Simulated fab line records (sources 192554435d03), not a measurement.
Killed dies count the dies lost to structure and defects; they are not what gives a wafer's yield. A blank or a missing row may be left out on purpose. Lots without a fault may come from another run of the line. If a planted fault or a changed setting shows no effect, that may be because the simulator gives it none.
Problem report, 8D (eight disciplines) form, completed by code || flow n5-finfet || the parts of the form that need people (team, actions taken, sign-off) are left out
Where a reading is given only as a bound, like >300, the bound stands for it, and a mean or a difference that rests on one is marked > or <: the true number lies beyond.

## 1. THE ISSUE
At N5_DUMMY_GATE_INSPECT_27, raw-defect-count averages 1042 over 6 wafers from 2 lots, while fault-free wafers read 297, standard deviation 66. Measured from the usual mean, that is +11 standard deviations.
The step: inspects for defects (brightfield).
Seen first at day 5 23:15 on defect-inspect-01, wafer L931.2. The record holds 21 wafers of 7 lots with a number at this step. By rule, "out" or "out of limits" means more than 4 standard deviations away from the usual mean. The rest of the wafers with a number are treated as sound.

## 2. WHAT IT IS AND WHAT IT IS NOT
{"question": "which readings at this step", "is": "raw-defect-count", "is not": "-"}
{"question": "which lots", "is": "L931, L932", "is not": "L922, L934, L936, L940, L941"}
{"question": "which wafers of those lots", "is": "all that have a number", "is not": "-"}
{"question": "read on which gauges", "is": "defect-inspect-01, defect-inspect-02", "is not": "-"}
{"question": "when", "is": "from day 5 23:15", "is not": "up to then (3 sound wafers); but 12 sound wafers of L934, L936, L940, L941 came after"}

## 3. THE SUSPECTS, EACH WITH WHAT RULES IT OUT
Counting: a tool at any process step up to the reading remains a suspect when it ran all the lots that are out and ran no sound lot after the first of those.
- the gauge at N5_DUMMY_GATE_INSPECT_27 has been ruled out. Those wafers that are out were read across 2 gauges (defect-inspect-01, defect-inspect-02).
- rie-si-04 at N5_DUMMY_GATE_TRIM_49 (chemistry O2, time 29 s, target cd 14 nm): kept. It ran every lot that is out, first L931 (day 5 22:19), and no sound lot after that; its last sound lot up to then is L922 (day 3 17:30).
After counting, what remains is rie-si-04 at N5_DUMMY_GATE_TRIM_49.

## 4. THE CAUSE (what the simulator had put in)
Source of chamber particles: rie-si-04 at N5_DUMMY_GATE_TRIM_49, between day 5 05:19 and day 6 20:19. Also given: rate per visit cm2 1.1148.
Counting left only this tool.

## 5. SEQUENCE OF EFFECTS, ordered by route
Rows list readings where the struck wafers' mean (over those with a number) sits beyond 3 standard deviations from the usual. Readings are gone through only where the record gives a usual standard deviation; hours: the median, over the lots, of the time from a lot's start at the first step in this table giving one to that lot's start at this step; sigmas: the change measured in usual standard deviations.
{"hours": 0, "step": "N5_DUMMY_GATE_INSPECT_27", "reading": "raw-defect-count", "usual": 297, "on struck wafers": 1042, "change": "+745", "sigmas": "+11"}
{"hours": 1, "step": "N5_SPACER0_INSPECT_04", "reading": "raw-defect-count", "usual": 140, "on struck wafers": 856, "change": "+716", "sigmas": "+26"}
{"hours": 4, "step": "N5_SD_EPI_N_INSPECT_11", "reading": "raw-defect-count", "usual": 2.3, "on struck wafers": ">300", "change": ">+298", "sigmas": "+99 or more"}
{"hours": 10, "step": "N5_SD_EPI_N_INSPECT_26", "reading": "raw-defect-count", "usual": 215, "on struck wafers": 917, "change": "+702", "sigmas": "+19"}
{"hours": 232, "step": "N5_PASSIVATION_PROBE_49", "reading": "defect-limited-yield", "usual": "91.2 %", "on struck wafers": 83.4, "change": -7.8, "sigmas": -5.2}
{"hours": 232, "step": "N5_PASSIVATION_PROBE_49", "reading": "killed-at-front-end", "usual": 38, "on struck wafers": 128, "change": "+90", "sigmas": "+7.5"}
{"hours": 232, "step": "N5_PASSIVATION_PROBE_49", "reading": "killed-dies", "usual": 104, "on struck wafers": 196, "change": "+92", "sigmas": "+5.1"}
{"hours": 232, "step": "N5_PASSIVATION_PROBE_49", "reading": "sort_bin_5_function", "usual": "5.2 %", "on struck wafers": 10.2, "change": "+5.0", "sigmas": "+5.2"}
{"hours": 232, "step": "N5_PASSIVATION_PROBE_49", "reading": "sort-n-pass", "usual": 1076, "on struck wafers": 984, "change": -92, "sigmas": -5.1}
{"hours": 232, "step": "N5_PASSIVATION_PROBE_49", "reading": "sort-yield-pct", "usual": "91.2 %", "on struck wafers": 83.4, "change": -7.8, "sigmas": -5.2}
Its process steps:
- N5_PASSIVATION_PROBE_49
At these later measuring or inspecting steps, every struck wafer for which the step has a row has a number for every such reading, and none has moved that far: N5_BEOL_M4_RC_MEAS_101.

## 6. HOW IT WOULD HAVE BEEN CAUGHT EARLIER
18 hours passed between the start of the fault at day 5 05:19 and the first reading out of limits at a measuring or inspecting step in this record, taken at day 5 23:15.
Tool readings at N5_DUMMY_GATE_TRIM_49 with a usual standard deviation given in the record: none out on any struck wafer, hence no alarm at a limit of 4 standard deviations on them.
Of the lots that are out (2), L932 began N5_DUMMY_GATE_TRIM_49 on rie-si-04 after day 5 23:15. Holding the tool at that time would have saved it.
